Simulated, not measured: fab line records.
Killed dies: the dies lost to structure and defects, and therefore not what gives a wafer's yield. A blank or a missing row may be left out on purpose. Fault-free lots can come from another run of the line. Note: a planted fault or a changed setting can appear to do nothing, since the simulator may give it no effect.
fab line records ; flow n5-finfet ; part 1 of 2: steps 1 to 4 of 6
record: lots: 18; wafers: 54; last-day: 17
route steps=1938 shown FIN_CUT@174 STI_FIN_REVEAL@184 DUMMY_GATE@243 SD_EPI_N@279
lots with no fault: from the same line, run without faults
start-h: hours from the record's first day to the start of the lot's first wafer shown ; wait-h: hours from the lot's prior step to this one ; " the same as in the row above ; L1.1+2: a single row standing in for several wafers ; - value missing, or start not given ; * or withheld: withheld ; < > ~ a bound
route shown NAME@n: a module of which the file shows steps, and the number in the route of the first ; usual: mean/standard deviation of fault-free wafers ; same: alike in all rows ; chamber/n: place in a boat ; sites: readings site by site ; _std_site: the standard deviation of these ; _edge_site: outer sites' mean less inner sites' ; radius-mm: for every site, how far away it sits from the centre of the wafer ; mask NAME#n: copy n ; behind: the last tool/chamber to shape the wafer ; hold: the reason the lot was held/the length of the hold in hours/how it ended ; device: whichever transistor did not switch (one of n, p or np) ; end of line: at the end of the route, the tests of the same wafers ; a step with no rows: only its recipe ; killed: at the first sort, the dies lost to defects and structure; wafer yield is something else ; map: the dies of a wafer, with x for killed, . for not killed, _ for no die there
set.NAME: setting as actually run; set.NAME@STEP: the setting as run at that earlier step ; model.NAME: the simulator's own value behind a step, which no gauge read
the route's steps for a sample of lots (tables are steps, rows are wafers)
services: the hour from which a tool's chamber was out of use, counted from the record's first day as start-h (under 0 if before that day), plus the number of hours and why
== steps ==
step: N5_FIN_CUT_CUT_ETCH_27
recipe: chemistry: CHF3/O2; target: SiO2; target-depth-a: 40; mask-material: SOC; overetch-a: 20; time-s: 4.9; pressure-mtorr: 30; source-w: 650; bias-w: 170; Ar_flow_sccm: 200; CHF3_flow_sccm: 50; O2_flow_sccm: 5; ion-energy-ev: 200
usual: O2_flow_sccm: 4.999/0.016; bias-w: 170.0/0.5; drypump-motor-current-A: 5.9/0.5; oes_f_703_au: 0.75/0.039; oes-product-au: 0.59/0.032; rf-vpp-V: 525/5.9; showerhead-plenum-p-Torr: 2.42/0.083; throttle-valve-pct: 18.83/0.17
same: time-s: 4.9
lot.wafer;tool;chamber;start-h;wait-h;O2_flow_sccm;bias-w;drypump-motor-current-A;oes_f_703_au;oes-product-au;rf-hours-counter-h;rf-vpp-V;showerhead-plenum-p-Torr;throttle-valve-pct
L074.1;rie-diel-02;0;27.61;0.0;4.961;170.7;5.1;0.84;0.67;60;534;2.55;18.69
L074.2;rie-diel-02;1;27.61;0.0;5.010;169.5;6.2;0.79;0.63;108;521;2.33;18.66
L074.3;rie-diel-02;3;27.61;0.0;5.009;169.8;6.6;0.68;0.55;213;532;2.49;18.99
L075.1;rie-diel-04;2;33.84;0.0;5.015;170.0;5.4;0.81;0.63;105;518;2.42;18.75
L075.3;rie-diel-04;1;33.84;0.0;5.031;170.9;6.0;0.78;0.61;114;522;2.52;18.83
L075.5;rie-diel-04;2;33.84;0.0;5.000;169.0;5.4;0.80;0.63;-;518;2.42;18.76
L077.1;rie-diel-04;1;45.52;0.0;4.987;170.3;6.0;0.78;0.60;118;520;2.52;18.81
L077.3;rie-diel-04;0;45.52;0.0;4.994;169.5;6.3;0.74;0.58;176;533;2.32;19.18
L077.5;rie-diel-04;0;45.52;0.0;4.975;169.0;6.3;0.74;0.58;-;532;2.32;19.17
L078.1;rie-diel-03;2;51.43;0.0;4.996;169.5;5.3;0.75;0.60;152;520;2.41;18.56
L078.5;rie-diel-03;2;51.43;0.0;5.002;169.6;5.3;0.76;0.60;-;520;2.41;18.55
L078.6;rie-diel-03;3;51.43;0.0;4.986;169.7;5.3;0.78;0.62;-;523;2.32;18.95
L079.1;rie-diel-03;0;57.54;0.0;4.996;170.1;5.9;0.71;0.57;197;527;2.31;18.96
L079.3;rie-diel-03;2;57.54;0.0;5.014;170.0;5.3;0.76;0.60;154;521;2.40;18.55
L079.5;rie-diel-03;2;57.54;0.0;5.030;169.9;5.3;0.75;0.60;-;520;2.40;18.55
L081.1;rie-diel-02;0;69.29;0.0;4.993;170.4;5.1;0.82;0.66;68;533;2.55;18.68
L081.3;rie-diel-02;2;69.29;0.0;4.997;170.0;6.1;0.76;0.61;131;521;2.40;18.61
L081.5;rie-diel-02;0;69.29;0.0;5.009;170.2;5.1;0.82;0.67;-;532;2.55;18.69
L082.2;rie-diel-04;3;77.34;0.0;4.983;170.3;6.0;0.77;0.58;147;534;2.52;18.83
L082.3;rie-diel-04;2;77.34;0.0;5.008;170.1;5.4;0.79;0.62;120;517;2.42;18.78
L082.5;rie-diel-04;2;77.34;0.0;4.998;169.6;5.4;0.78;0.62;-;518;2.42;18.77
L083.2;rie-diel-02;3;82.25;0.0;5.002;169.7;6.6;0.68;0.54;225;533;2.48;19.01
L083.3;rie-diel-02;0;82.25;0.0;4.991;170.5;5.1;0.83;0.66;72;534;2.54;18.70
L083.6;rie-diel-02;0;82.25;0.0;5.013;171.0;5.1;0.82;0.67;-;533;2.54;18.70
L085.2;rie-diel-02;1;95.94;0.0;5.000;170.0;6.2;0.78;0.61;124;520;2.33;18.70
L085.3;rie-diel-02;3;95.94;0.0;4.993;169.4;6.6;0.67;0.54;229;533;2.48;19.01
L085.4;rie-diel-02;2;95.94;0.0;4.982;170.0;6.1;0.77;0.60;138;522;2.40;18.61
L086.1;rie-diel-02;2;99.53;0.0;5.006;170.5;6.1;0.76;0.60;139;522;2.40;18.62
L086.3;rie-diel-02;3;99.53;0.0;5.006;170.8;6.6;0.67;0.53;230;533;2.48;19.03
L086.4;rie-diel-02;0;99.53;0.0;5.016;170.3;5.1;0.81;0.66;77;531;2.54;18.71
L087.2;rie-diel-02;2;107.72;0.0;4.997;169.6;6.1;0.75;0.60;142;521;2.40;18.61
L087.3;rie-diel-02;0;107.72;0.0;5.009;170.3;5.1;0.81;0.66;79;534;2.54;18.71
L087.5;rie-diel-02;1;107.72;0.0;4.987;170.1;6.2;0.78;0.62;-;522;2.32;18.70
L088.2;rie-diel-04;2;111.40;0.0;4.986;169.7;5.4;0.78;0.61;131;519;2.41;18.81
L088.3;rie-diel-04;3;111.40;0.0;4.994;169.3;6.0;0.76;0.58;157;535;2.52;18.85
L088.5;rie-diel-04;1;111.40;0.0;5.015;170.2;6.0;0.75;0.59;-;521;2.51;18.85
L089.1;rie-diel-03;1;118.11;0.0;4.997;170.5;6.5;0.74;0.58;163;523;2.39;18.86
L089.2;rie-diel-03;0;118.11;0.0;4.987;170.4;5.9;0.70;0.55;218;527;2.30;19.00
L089.3;rie-diel-03;3;118.11;0.0;5.011;169.3;5.3;0.76;0.59;154;522;2.31;18.99
L090.1;rie-diel-03;0;123.46;0.0;4.990;171.3;5.9;0.70;0.55;220;525;2.30;19.00
L090.5;rie-diel-03;1;123.46;0.0;5.008;169.8;6.5;0.75;0.58;-;523;2.39;18.86
L090.6;rie-diel-03;3;123.46;0.0;4.988;169.5;5.3;0.75;0.60;-;522;2.31;19.00
L091.1;rie-diel-04;2;129.50;0.0;5.022;169.2;5.4;0.77;0.60;137;518;2.41;18.79
L091.3;rie-diel-04;1;129.50;0.0;4.981;170.4;6.0;0.76;0.58;145;521;2.51;18.86
L091.6;rie-diel-04;3;129.50;0.0;4.983;169.2;5.9;0.75;0.57;-;534;2.52;18.87
L092.1;rie-diel-02;1;135.80;0.0;4.988;170.3;6.2;0.77;0.62;134;520;2.32;18.70
L092.2;rie-diel-02;3;135.80;0.0;4.978;169.6;6.6;0.67;0.53;239;532;2.48;19.04
L092.4;rie-diel-02;2;135.80;0.0;4.993;170.7;6.1;0.75;0.60;148;523;2.40;18.63
L093.3;rie-diel-03;3;142.00;0.0;5.000;169.3;5.3;0.75;0.59;162;522;2.31;18.99
L093.5;rie-diel-03;2;142.00;0.0;5.020;170.8;5.3;0.73;0.57;-;520;2.39;18.60
L093.6;rie-diel-03;1;142.00;0.0;5.010;170.3;6.5;0.73;0.58;-;522;2.39;18.88
L097.1;rie-diel-02;1;166.81;0.0;4.995;169.8;6.1;0.76;0.61;143;520;2.32;18.72
L097.2;rie-diel-02;0;166.81;0.0;5.035;170.7;5.1;0.79;0.63;96;533;2.53;18.74
L097.6;rie-diel-02;3;166.81;0.0;5.041;170.1;6.6;0.66;0.53;-;531;2.48;19.03
step: N5_FIN_CUT_STRIP_22
recipe: chemistry: N2/H2; power-w: 500; temp-c: 40; pressure-mtorr: 50; rf-frequency-hz: 6e+07; overash-fraction: 0.3; bias-power-w: 8; h2-frac: 0.5; n2-flow-sccm: 300; h2-flow-sccm: 300
usual: drypump-motor-current-A: 5.9/0.44; oes-product-au: 0.75/0.034; rf-vpp-V: 54.0/2.3; showerhead-plenum-p-Torr: 3.36/0.12; throttle-valve-pct: 18.81/0.24
lot.wafer;tool;chamber;start-h;wait-h;drypump-motor-current-A;oes-product-au;rf-hours-counter-h;rf-vpp-V;showerhead-plenum-p-Torr;throttle-valve-pct
L074.1;rie-diel-04;0;29.20;0.0;6.3;0.74;171;52.7;3.20;18.94
L074.2;rie-diel-04;2;29.20;0.0;5.5;0.80;103;58.7;3.38;18.72
L074.3;rie-diel-04;3;29.20;0.0;5.9;0.74;137;54.1;3.49;18.34
L075.1;rie-diel-02;3;34.11;0.0;6.6;0.69;215;55.5;3.45;18.89
L075.3;rie-diel-02;0;34.11;0.0;5.1;0.86;62;54.2;3.54;18.89
L075.5;rie-diel-02;0;34.11;0.0;5.1;0.85;-;51.7;3.54;18.91
L077.1;rie-diel-03;1;45.79;0.0;6.5;0.75;148;49.1;3.35;18.56
L077.3;rie-diel-03;2;45.79;0.0;5.3;0.74;151;56.9;3.37;19.21
L077.5;rie-diel-03;2;45.79;0.0;5.3;0.77;-;51.5;3.37;19.21
L078.1;rie-diel-04;1;51.71;0.1;6.0;0.75;119;51.5;3.51;18.95
L078.5;rie-diel-04;2;51.71;0.1;5.4;0.80;-;53.8;3.37;18.78
L078.6;rie-diel-04;3;51.71;0.1;6.0;0.75;-;54.4;3.49;18.33
L079.1;rie-diel-04;0;57.95;0.2;6.3;0.76;179;54.7;3.19;18.99
L079.3;rie-diel-04;2;57.95;0.2;5.4;0.77;111;52.0;3.37;18.74
L079.5;rie-diel-04;1;57.95;0.2;6.1;0.75;-;54.4;3.50;18.99
L081.1;rie-diel-03;2;69.56;0.0;5.3;0.75;161;50.9;3.36;19.23
L081.3;rie-diel-03;3;69.56;0.0;5.3;0.76;140;55.1;3.21;18.83
L081.5;rie-diel-03;2;69.56;0.0;5.3;0.75;-;53.1;3.36;19.22
L082.2;rie-diel-03;2;77.66;0.1;5.3;0.75;164;54.8;3.36;19.22
L082.3;rie-diel-03;0;77.66;0.1;5.9;0.71;207;52.1;3.19;18.98
L082.5;rie-diel-03;0;77.66;0.1;5.9;0.74;-;53.1;3.19;18.97
L083.2;rie-diel-04;1;82.53;0.0;6.0;0.75;130;51.2;3.50;18.98
L083.3;rie-diel-04;2;82.53;0.0;5.4;0.79;121;53.3;3.36;18.81
L083.6;rie-diel-04;1;82.53;0.0;6.1;0.73;-;55.9;3.50;19.00
L085.2;rie-diel-02;1;96.21;0.0;6.2;0.78;124;52.3;3.24;18.75
L085.3;rie-diel-02;2;96.21;0.0;6.2;0.74;138;58.1;3.36;18.53
L085.4;rie-diel-02;0;96.21;0.0;5.1;0.83;76;52.1;3.53;18.88
L086.1;rie-diel-04;1;99.80;0.0;6.0;0.75;135;56.6;3.50;19.01
L086.3;rie-diel-04;2;99.80;0.0;5.4;0.79;126;51.5;3.36;18.79
L086.4;rie-diel-04;0;99.80;0.0;6.3;0.73;193;53.2;3.18;18.91
L087.2;rie-diel-03;1;107.99;0.0;6.5;0.74;160;48.8;3.35;18.63
L087.3;rie-diel-03;3;107.99;0.0;5.3;0.77;151;53.1;3.20;18.93
L087.5;rie-diel-03;3;107.99;0.0;5.3;0.75;-;52.4;3.20;18.87
L088.2;rie-diel-04;2;111.67;0.0;5.5;0.79;131;53.3;3.36;18.74
L088.3;rie-diel-04;0;111.67;0.0;6.4;0.75;197;55.8;3.18;19.02
L088.5;rie-diel-04;0;111.67;0.0;6.4;0.72;-;58.4;3.18;19.00
L089.1;rie-diel-03;0;118.38;0.0;5.9;0.70;218;53.6;3.19;18.96
L089.2;rie-diel-03;3;118.38;0.0;5.3;0.73;154;54.9;3.20;18.86
L089.3;rie-diel-03;2;118.38;0.0;5.3;0.73;178;53.3;3.35;19.27
L090.1;rie-diel-04;2;123.73;0.0;5.4;0.75;133;48.7;3.36;18.73
L090.5;rie-diel-04;2;123.73;0.0;5.4;0.78;-;55.3;3.36;18.81
L090.6;rie-diel-04;1;123.73;0.0;6.0;0.74;-;54.1;3.49;19.02
L091.1;rie-diel-04;1;129.77;0.0;6.1;0.73;146;53.0;3.49;19.04
L091.3;rie-diel-04;2;129.77;0.0;5.5;0.77;137;52.7;3.36;18.84
L091.6;rie-diel-04;2;129.77;0.0;5.4;0.76;-;54.4;3.36;18.77
L092.1;rie-diel-02;1;136.07;0.0;6.2;0.74;134;52.6;3.24;18.75
L092.2;rie-diel-02;3;136.07;0.0;6.6;0.68;239;54.0;3.44;18.91
L092.4;rie-diel-02;2;136.07;0.0;6.2;0.74;148;53.7;3.36;18.55
L093.3;rie-diel-04;3;142.38;0.1;6.0;0.71;167;56.0;3.48;18.44
L093.5;rie-diel-04;0;142.38;0.1;6.4;0.72;-;54.9;3.18;19.03
L093.6;rie-diel-04;3;142.38;0.1;6.0;0.72;-;54.7;3.48;18.41
L097.1;rie-diel-04;2;167.08;0.0;5.4;0.75;147;54.1;3.35;18.80
L097.2;rie-diel-04;1;167.08;0.0;6.0;0.71;156;53.2;3.49;19.06
L097.6;rie-diel-04;2;167.08;0.0;5.5;0.75;-;56.3;3.35;18.84
step: N5_STI_FIN_REVEAL_ALD_14
recipe: material: Si3N4; target-thk-a: 30; temp-c: 400; ald-precursor-family: SiH2I2; ald-co-reactant: N2/H2-plasma; pressure-torr: 2
usual: heater-power-outer-w: 535/81; heater-power-w: 841/110
lot.wafer;tool;chamber;start-h;wait-h;heater-power-outer-w;heater-power-w
L074.1;ald-sin-03;3;29.46;0.0;565;904
L074.2;ald-sin-03;1;29.46;0.0;581;908
L074.3;ald-sin-03;0;29.46;0.0;554;910
L075.1;ald-sin-02;2;34.91;0.0;468;769
L075.3;ald-sin-02;1;34.91;0.0;527;883
L075.5;ald-sin-02;0;34.91;0.0;528;850
L077.1;ald-sin-02;2;46.12;0.0;480;761
L077.3;ald-sin-02;1;46.12;0.0;530;865
L077.5;ald-sin-02;0;46.12;0.0;529;843
L078.1;ald-sin-04;1;52.00;0.0;518;857
L078.5;ald-sin-04;0;52.00;0.0;378;628
L078.6;ald-sin-04;3;52.00;0.0;475;710
L079.1;ald-sin-02;0;58.20;0.0;539;863
L079.3;ald-sin-02;2;58.20;0.0;478;769
L079.5;ald-sin-02;1;58.20;0.0;532;885
L081.1;ald-sin-02;1;70.06;0.0;538;874
L081.3;ald-sin-02;3;70.06;0.0;604;873
L081.5;ald-sin-02;3;70.06;0.0;609;863
L082.2;ald-sin-03;3;77.91;0.0;575;895
L082.3;ald-sin-03;1;77.91;0.0;559;897
L082.5;ald-sin-03;0;77.91;0.0;542;861
L083.2;ald-sin-04;2;82.84;0.0;643;1013
L083.3;ald-sin-04;1;82.84;0.0;522;859
L083.6;ald-sin-04;1;82.84;0.0;521;855
L085.2;ald-sin-04;2;96.55;0.0;650;1008
L085.3;ald-sin-04;3;96.55;0.0;470;696
L085.4;ald-sin-04;1;96.55;0.0;521;846
L086.1;ald-sin-03;1;101.13;0.0;618;986
L086.3;ald-sin-03;0;101.13;0.0;577;925
L086.4;ald-sin-03;2;101.13;0.0;561;883
L087.2;ald-sin-04;2;108.24;0.0;651;1012
L087.3;ald-sin-04;3;108.24;0.0;451;700
L087.5;ald-sin-04;1;108.24;0.0;526;872
L088.2;ald-sin-04;3;111.92;0.0;451;710
L088.3;ald-sin-04;2;111.92;0.0;661;1002
L088.5;ald-sin-04;3;111.92;0.0;454;700
L089.1;ald-sin-03;0;118.62;0.0;564;919
L089.2;ald-sin-03;2;118.62;0.0;571;887
L089.3;ald-sin-03;1;118.62;0.0;612;964
L090.1;ald-sin-03;0;124.05;0.0;575;955
L090.5;ald-sin-03;1;124.05;0.0;643;976
L090.6;ald-sin-03;2;124.05;0.0;570;860
L091.1;ald-sin-04;1;130.02;0.0;522;858
L091.3;ald-sin-04;0;130.02;0.0;380;647
L091.6;ald-sin-04;1;130.02;0.0;533;862
L092.1;ald-sin-03;3;136.32;0.0;603;900
L092.2;ald-sin-03;1;136.32;0.0;632;976
L092.4;ald-sin-03;2;136.32;0.0;571;883
L093.3;ald-sin-04;2;142.93;0.0;663;1023
L093.5;ald-sin-04;1;142.93;0.0;526;862
L093.6;ald-sin-04;0;142.93;0.0;380;643
L097.1;ald-sin-04;1;167.33;0.0;526;846
L097.2;ald-sin-04;2;167.33;0.0;670;1001
L097.6;ald-sin-04;1;167.33;0.0;522;877
step: N5_STI_FIN_REVEAL_STRIP_24
recipe: chemistry: N2/H2; time-s: 90; power-w: 100; temp-c: 40; pressure-mtorr: 100; rf-frequency-hz: 6e+07; bias-power-w: 3; n2-flow-sccm: 300; h2-flow-sccm: 300
usual: drypump-motor-current-A: 5.7/0.57; oes-product-au: 0.78/0.076; rf-vpp-V: 45.3/0.85; showerhead-plenum-p-Torr: 3.42/0.093; throttle-valve-pct: 12.24/0.23
same: time-s: 90
lot.wafer;tool;chamber;start-h;wait-h;drypump-motor-current-A;oes-product-au;rf-hours-counter-h;rf-vpp-V;showerhead-plenum-p-Torr;throttle-valve-pct
L074.1;rie-diel-05;2;35.11;0.0;5.1;0.73;170;46.8;3.51;12.44
L074.2;rie-diel-05;0;35.11;0.0;6.6;0.72;191;45.7;3.35;12.30
L074.3;rie-diel-05;1;35.11;0.0;5.7;0.85;45;45.3;3.57;12.15
L075.1;rie-diel-05;1;41.38;0.0;5.8;0.85;48;45.5;3.57;12.17
L075.3;rie-diel-05;3;41.38;0.0;5.7;0.99;1;45.0;3.59;11.72
L075.5;rie-diel-05;0;41.38;0.0;6.6;0.72;-;44.8;3.35;12.28
L077.1;rie-diel-01;0;51.79;0.0;5.2;0.91;16;45.1;3.29;11.93
L077.3;rie-diel-01;3;51.79;0.0;5.2;0.76;164;44.5;3.48;12.47
L077.5;rie-diel-01;3;51.79;0.0;5.2;0.76;-;45.9;3.48;12.46
L078.1;rie-diel-01;2;57.71;0.0;6.1;0.77;146;45.0;3.53;12.35
L078.5;rie-diel-01;2;57.71;0.0;6.1;0.77;-;46.0;3.53;12.36
L078.6;rie-diel-01;3;57.71;0.0;5.3;0.76;-;45.1;3.48;12.46
L079.1;rie-diel-01;3;63.81;0.0;5.3;0.76;168;46.3;3.48;12.49
L079.3;rie-diel-01;1;63.81;0.0;6.0;0.69;226;45.7;3.33;12.53
L079.5;rie-diel-01;2;63.81;0.0;6.1;0.77;-;44.4;3.53;12.36
L081.1;rie-diel-06;1;75.68;0.0;5.2;0.77;119;44.0;3.38;11.94
L081.3;rie-diel-06;2;75.68;0.0;6.6;0.72;193;45.2;3.47;12.28
L081.5;rie-diel-06;1;75.68;0.0;5.2;0.77;-;44.8;3.38;11.94
L082.2;rie-diel-06;0;83.53;0.0;4.9;0.91;16;47.0;3.32;11.98
L082.3;rie-diel-06;1;83.53;0.0;5.2;0.77;123;45.6;3.38;11.94
L082.5;rie-diel-06;2;83.53;0.0;6.6;0.71;-;44.9;3.47;12.31
L083.2;rie-diel-05;3;89.29;0.0;5.7;0.91;17;46.0;3.58;11.77
L083.3;rie-diel-05;1;89.29;0.0;5.8;0.82;64;45.9;3.56;12.21
L083.6;rie-diel-05;0;89.29;0.0;6.6;0.70;-;44.8;3.34;12.33
L085.2;rie-diel-06;2;102.21;0.0;6.6;0.72;203;45.9;3.47;12.32
L085.3;rie-diel-06;1;102.21;0.0;5.2;0.77;129;46.2;3.38;11.96
L085.4;rie-diel-06;3;102.21;0.0;5.8;0.76;136;46.0;3.39;12.38
L086.1;rie-diel-01;0;106.76;0.0;5.1;0.88;34;45.6;3.28;11.97
L086.3;rie-diel-01;1;106.76;0.0;5.9;0.68;240;45.3;3.32;12.54
L086.4;rie-diel-01;2;106.76;0.0;6.1;0.76;161;44.5;3.52;12.39
L087.2;rie-diel-01;2;113.87;0.0;6.1;0.76;163;45.3;3.52;12.40
L087.3;rie-diel-01;3;113.87;0.0;5.3;0.74;184;43.6;3.47;12.51
L087.5;rie-diel-01;2;113.87;0.0;6.1;0.76;-;45.1;3.52;12.39
L088.2;rie-diel-01;0;117.64;0.0;5.2;0.87;37;45.0;3.28;12.00
L088.3;rie-diel-01;2;117.64;0.0;6.1;0.76;164;44.5;3.52;12.40
L088.5;rie-diel-01;0;117.64;0.0;5.1;0.87;-;44.2;3.28;11.99
L089.1;rie-diel-01;0;124.31;0.0;5.2;0.87;39;44.5;3.28;12.01
L089.2;rie-diel-01;2;124.31;0.0;6.1;0.76;166;44.7;3.52;12.39
L089.3;rie-diel-01;3;124.31;0.0;5.3;0.74;187;44.7;3.47;12.52
L090.1;rie-diel-06;3;130.26;0.0;5.8;0.74;147;45.1;3.38;12.43
L090.5;rie-diel-06;2;130.26;0.0;6.6;0.71;-;46.3;3.46;12.35
L090.6;rie-diel-06;1;130.26;0.0;5.2;0.75;-;45.3;3.37;11.98
L091.1;rie-diel-06;1;136.28;0.0;5.2;0.76;138;46.0;3.37;11.97
L091.3;rie-diel-06;3;136.28;0.0;5.8;0.75;149;44.8;3.38;12.41
L091.6;rie-diel-06;1;136.28;0.0;5.2;0.76;-;46.5;3.37;11.98
L092.1;rie-diel-06;3;141.96;0.0;5.8;0.75;151;45.2;3.38;12.41
L092.2;rie-diel-06;1;141.96;0.0;5.2;0.76;140;43.8;3.37;11.99
L092.4;rie-diel-06;0;141.96;0.0;4.9;0.88;36;45.7;3.31;12.04
L093.3;rie-diel-05;2;148.55;0.0;5.1;0.69;206;44.7;3.49;12.53
L093.5;rie-diel-05;0;148.55;0.0;6.6;0.68;-;45.7;3.33;12.37
L093.6;rie-diel-05;3;148.55;0.0;5.7;0.87;-;44.6;3.57;11.82
L097.1;rie-diel-05;0;173.00;0.0;6.6;0.69;236;43.9;3.33;12.39
L097.2;rie-diel-05;3;173.00;0.0;5.7;0.86;47;45.2;3.56;11.85
L097.6;rie-diel-05;1;173.00;0.0;5.8;0.80;-;44.6;3.54;12.29
